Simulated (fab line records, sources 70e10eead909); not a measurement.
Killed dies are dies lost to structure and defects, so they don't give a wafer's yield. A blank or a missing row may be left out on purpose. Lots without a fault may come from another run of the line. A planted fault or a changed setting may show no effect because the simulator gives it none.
fab line records | flow nand_harc
record lots=13 wafers=39 last_day=32
route steps=1302 shown A_BLC@1118 A_M0@1158
lots that met no fault: from a run of the same line without faults
start_h: hours from the record's first day to the start of the lot's first wafer shown | wait_h: hours since the lot's step before | " the same as in the row above | L1.1+2: a row that stands for several wafers | - no value, or no start given | * or withheld: withheld | < > ~ a bound
route shown NAME@n: a module of which the file shows steps, and the number in the route of the first | usual: mean/standard deviation of fault-free wafers | same: alike in all rows | chamber/n: place in a boat | sites: the reading at each site | _std_site: their standard deviation | _edge_site: outer sites' mean less inner sites' | radius_mm: how far each site lies from the wafer's centre | mask NAME#n: copy n | behind: the tool/chamber that last shaped the wafer | hold: why the lot was held/for how many hours/how that ended | device: the transistor (n, p or np) that didn't switch | end of line: the same wafers' tests at the end of the route | a step without rows: its recipe alone | killed: dies lost to structure and defects at the first sort, not the wafer's yield | map: a wafer's dies, x killed, . not, _ none there
set.NAME: the setting as run; set.NAME@STEP: as run at that earlier step | model.NAME: the simulator's own value behind a step, which no gauge read
steps of the route over a sample of lots; a table a step, a row a wafer
services: from which hour (start_h, from the record's first day; less than 0 if before it) a tool's chamber was out of use, for how many hours, and why
## steps
# step NHARC_A_BLC_OVL_MEAS_11
# usual overlay_x_nm=-0.2/0.94 overlay_y_nm=0.2/0.83
# columns lot.wafer tool chamber start_h wait_h overlay_x_nm overlay_y_nm
L970.1 overlay-01 - 532.87 - -0.9 0.6
L970.4 " - " " -1.2 0.4
L970.5 " - " " -1.0 0.8
L969.1 overlay-01 - 535.97 - 0.8 -0.5
L969.3 " - " " 0.3 0.1
L969.5 " - " " 0.2 -0.4
L972.4 overlay-01 - 537.95 - -0.4 0.6
L972.5 " - " " -0.7 1.1
L972.6 " - " " -0.2 0.7
L973.1 overlay-02 - 546.95 - 0.0 0.6
L973.3 " - " " -0.4 0.4
L973.6 " - " " -0.2 0.6
L974.3 overlay-01 - 549.91 - 0.0 -1.1
L974.5 " - " " 0.5 -0.6
L974.6 " - " " 0.7 -1.3
L975.1 overlay-02 - 562.52 - 0.7 0.0
L975.2 " - " " 0.9 0.3
L975.3 " - " " 1.0 0.4
L976.2 overlay-02 - 584.70 - 1.1 1.2
L976.4 " - " " 1.1 0.4
L976.5 " - " " 1.3 0.6
L977.2 overlay-02 - 606.83 - -0.5 -0.9
L977.5 " - " " -0.6 -0.9
L977.6 " - " " -0.1 -1.4
L978.1 overlay-02 - 617.61 - 0.1 -0.7
L978.2 " - " " -0.5 -0.2
L978.5 " - " " -0.5 -1.0
L979.3 overlay-01 - 622.38 - -0.3 2.0
L979.4 " - " " 0.1 2.1
L979.5 " - " " 0.3 2.0
L980.1 overlay-02 - 628.08 - -1.0 -0.8
L980.2 " - " " -1.0 -1.0
L980.3 " - " " -0.7 -0.9
L988.3 overlay-02 - 705.44 - 0.0 0.9
L988.4 " - " " -0.4 0.6
L988.6 " - " " 0.0 0.4
L991.1 overlay-01 - 728.82 - 2.1 1.9
L991.3 " - " " 1.5 1.6
L991.4 " - " " 2.2 1.2
# step NHARC_A_BLC_CD_MEAS_19
# usual cd_nm=100.5/2.1
# columns lot.wafer tool chamber start_h wait_h cd_nm
L970.1 cd_sem-03 - 534.12 - 98.6
L970.4 " - " " 97.2
L970.5 " - " " 99.1
L969.1 cd_sem-02 - 537.04 - 102.0
L969.3 " - " " 103.2
L969.5 " - " " 104.2
L972.4 cd_sem-02 - 539.03 - 96.1
L972.5 " - " " 102.1
L972.6 " - " " 97.1
L973.1 cd_sem-03 - 548.02 - 100.2
L973.3 " - " " 101.1
L973.6 " - " " 101.2
L974.3 cd_sem-02 - 550.98 - 97.7
L974.5 " - " " 98.4
L974.6 " - " " 98.8
L975.1 cd_sem-03 - 563.58 - 101.3
L975.2 " - " " 98.2
L975.3 " - " " 100.5
L976.2 cd_sem-02 - 585.77 - 104.9
L976.4 " - " " 98.6
L976.5 " - " " 99.6
L977.2 cd_sem-01 - 607.90 - 103.9
L977.5 " - " " 101.2
L977.6 " - " " 102.1
L978.1 cd_sem-02 - 618.67 - 101.2
L978.2 " - " " 100.7
L978.5 " - " " 101.0
L979.3 cd_sem-02 - 623.45 - 102.4
L979.4 " - " " 98.3
L979.5 " - " " 101.4
L980.1 cd_sem-02 - 629.14 - 99.6
L980.2 " - " " 104.0
L980.3 " - " " 100.1
L988.3 cd_sem-03 - 706.50 - 103.6
L988.4 " - " " 104.7
L988.6 " - " " 99.4
L991.1 cd_sem-01 - 729.96 - 100.1
L991.3 " - " " 102.0
L991.4 " - " " 99.8
# step NHARC_A_M0_PVD_20
# recipe target_thk_a=50 bias_v=168.6 power_w=15000 chamber_pressure_pa=0.12 time_s=8.06 substrate_temp_c=50 material=TaN
# usual substrate_temp_c=50.00/0.12 throttle_valve_pct=30.4/1 time_s=8.06/0
# columns lot.wafer tool chamber start_h wait_h substrate_temp_c throttle_valve_pct time_s
L970.1 pvd_sputter-01 - 538.26 - 49.87 29.1 8.06
L970.4 " - " " 50.21 31.9 8.06
L970.5 " - " " 49.94 29.2 8.06
L969.1 pvd_sputter-03 - 541.17 - 50.05 29.7 8.06
L969.3 " - " " 49.86 29.0 8.06
L969.5 " - " " 49.99 29.6 8.06
L972.4 pvd_sputter-02 - 543.02 - 49.82 30.8 8.06
L972.6 " - " " 50.02 31.2 8.06
L972.5 " - " " 49.89 30.8 8.06
L973.1 pvd_sputter-01 - 552.20 - 49.98 30.2 8.06
L973.3 " - " " 50.05 32.0 8.06
L973.6 " - " " 50.07 28.8 8.06
L974.3 pvd_sputter-02 - 555.16 - 49.92 31.3 8.06
L974.5 " - " " 50.01 30.3 8.06
L974.6 " - " " 49.90 30.7 8.06
L975.2 pvd_sputter-01 - 573.42 - 49.97 30.1 8.06
L975.1 " - " " 49.91 29.1 8.06
L975.3 " - " " 50.12 30.0 8.06
L976.4 pvd_sputter-02 - 589.93 - 49.83 30.7 8.06
L976.2 " - " " 49.90 30.9 8.06
L976.5 " - " " 49.94 31.2 8.06
L977.2 pvd_sputter-03 - 611.90 - 50.08 28.8 8.06
L977.5 " - " " 49.77 29.8 8.06
L977.6 " - " " 50.06 29.3 8.06
L978.2 pvd_sputter-01 - 622.68 - 49.83 29.8 8.06
L978.1 " - " " 50.20 30.7 8.06
L978.5 " - " " 50.20 28.1 8.06
L979.3 pvd_sputter-02 - 627.57 - 49.80 31.0 8.06
L979.4 " - " " 50.09 30.7 8.06
L979.5 " - " " 50.03 30.5 8.06
L980.1 pvd_sputter-02 - 633.22 - 50.21 30.7 8.06
L980.2 " - " " 50.02 30.7 8.06
L980.3 " - " " 50.11 31.2 8.06
L988.4 pvd_sputter-02 - 710.48 - 49.88 31.6 11.896
L988.3 " - " " 49.90 30.2 11.896
L988.6 " - " " 49.92 31.2 8.06
L991.3 pvd_sputter-01 - 734.13 - 49.96 29.9 8.06
L991.1 " - " " 50.02 32.0 8.06
L991.4 " - " " 49.93 27.9 8.06
# step NHARC_A_M0_THK_MEAS_24
# recipe thk_meas_gauge=xrf
# usual thk_nm=114.0/1.6
# columns lot.wafer tool chamber start_h wait_h thk_nm
L970.1 film_metro-02 - 539.54 - 112.7
L970.4 " - " " 112.5
L970.5 " - " " 112.3
L969.1 film_metro-01 - 542.47 - 112.4
L969.3 " - " " 111.4
L969.5 " - " " 114.6
L972.4 film_metro-01 - 544.26 - 114.3
L972.5 " - " " 111.7
L972.6 " - " " 111.2
L973.1 film_metro-02 - 553.46 - 116.6
L973.3 " - " " 114.4
L973.6 " - " " 112.3
L974.3 film_metro-01 - 556.43 - 113.9
L974.5 " - " " 112.7
L974.6 " - " " 117.0
L975.1 film_metro-02 - 574.70 - 112.5
L975.2 " - " " 113.0
L975.3 " - " " 113.2
L976.2 film_metro-02 - 591.22 - 113.7
L976.4 " - " " 115.5
L976.5 " - " " 113.4
L977.2 film_metro-01 - 613.18 - 112.6
L977.5 " - " " 113.3
L977.6 " - " " 114.8
L978.1 film_metro-01 - 623.96 - 113.1
L978.2 " - " " 116.2
L978.5 " - " " 113.2
L979.3 film_metro-02 - 628.85 - 111.9
L979.4 " - " " 115.3
L979.5 " - " " 113.9
L980.1 film_metro-01 - 634.51 - 111.5
L980.2 " - " " 113.0
L980.3 " - " " 115.5
L988.3 film_metro-01 - 711.75 - 114.9
L988.4 " - " " 111.5
L988.6 " - " " 113.2
L991.1 film_metro-01 - 735.42 - 113.8
L991.3 " - " " 114.9
L991.4 " - " " 113.2
## services
# columns tool chamber start_h hours kind
pvd_sputter-03 - 526.02 10.0 pm
pvd_sputter-03 - 554.30 3.0 repair
pvd_sputter-01 - 582.09 10.0 pm
pvd_sputter-03 - 640.88 3.3 repair
pvd_sputter-02 - 661.96 8.5 repair
pvd_sputter-01 - 681.36 0.6 repair
pvd_sputter-03 - 682.98 3.2 repair
pvd_sputter-03 - 686.98 22.1 repair
## key
first_sign step=NHARC_A_M0_PVD_20 reading=time_s direction=up sigmas=99+ usual=* struck=*
effect none on later readings
met_at NHARC_A_M0_PVD_20
struck_lots L988
struck_wafers L988.3,L988.4
not_acting_at NHARC_A_BLC_OVL_MEAS_11,NHARC_A_BLC_CD_MEAS_19,NHARC_A_M0_THK_MEAS_24
onset_between 633.22 710.48
fault kind=process_parameter_drift tool=pvd_sputter-02 chamber=- onset_h=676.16 steps=NHARC_A_M0_PVD_20 channel=time_s offset=* shape=step end_h=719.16 scope=struck_wafers_only acts_in=* stated=*
